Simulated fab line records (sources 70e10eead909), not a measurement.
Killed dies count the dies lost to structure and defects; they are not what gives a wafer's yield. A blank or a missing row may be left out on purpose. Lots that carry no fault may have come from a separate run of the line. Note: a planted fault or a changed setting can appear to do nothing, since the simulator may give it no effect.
Matching of chambers	flow nand-harc	NHARC_P_GATE_DESCUM_13 on rie-diel-13: 4 sister chambers
The step chemistry O2, time 3 s. 18 wafers are shown with their chamber, then 9 later ones without.

EACH WAFER AND ITS CHAMBER
wafer	chamber	drypump-motor-current-A (A)	oes-product-au (a.u.)	rf-vpp-V (V)
L074.2	1	5.7	1.010	59.0
L074.5	2	5.2	0.999	57.1
L074.6	1	5.6	0.999	57.8
L080.1	1	5.7	1.004	59.0
L080.4	3	5.9	1.003	54.9
L080.6	2	5.2	0.996	59.4
L081.1	1	5.6	1.020	58.5
L081.4	2	5.2	0.984	56.5
L081.6	3	5.9	0.990	56.4
L084.3	3	5.9	0.987	57.8
L084.4	0	6.1	1.000	56.9
L084.5	1	5.6	1.000	57.5
L085.1	1	5.7	1.019	57.8
L085.2	0	6.1	0.997	57.8
L085.6	1	5.7	1.012	58.3
L088.1	1	5.7	1.003	57.1
L088.4	2	5.2	0.998	56.3
L088.5	0	6.2	1.002	56.8

SIGNATURES (averages over the wafers above)
reading	chamber 0	chamber 1	chamber 2	chamber 3	scatter within a chamber
drypump-motor-current-A	6.133	5.662	5.200	5.900	0.0426
oes-product-au	0.99967	1.00838	0.99425	0.99333	0.00743
rf-vpp-V	57.167	58.125	57.325	56.367	1.01
Rule: distance of a wafer from a chamber = root of the sum over the readings of ((wafer's reading minus chamber's mean) / reading's scatter) squared. If the next closest chamber is less than 2 further off than the closest, the wafer can't be placed; otherwise it belongs to the closest. The scatter: take each reading less its chamber's mean, square it, sum over the shown wafers, divide by the number of wafers less the number of chambers, and take the root.

WAFERS WITHOUT THEIR CHAMBER
wafer	drypump-motor-current-A (A)	oes-product-au (a.u.)	rf-vpp-V (V)
L091.2	5.6	1.003	58.2
L091.4	5.9	0.990	58.9
L091.5	6.1	1.004	56.9
L093.1	5.7	1.001	57.6
L093.2	6.2	0.994	57.0
L093.4	5.2	0.994	57.2
L095.2	5.7	1.006	58.8
L095.3	5.2	1.010	57.6
L095.6	5.7	1.007	58.9

WHICH CHAMBER EACH WENT THROUGH
wafer	from the rows above	in truth
L091.2	1	1
L091.4	3	3
L091.5	0	0
L093.1	1	1
L093.2	0	0
L093.4	2	2
L095.2	1	1
L095.3	2	2
L095.6	1	1
Correctly placed: 9 of 9. Left unplaced by these rows: 0. Wrongly placed: 0.
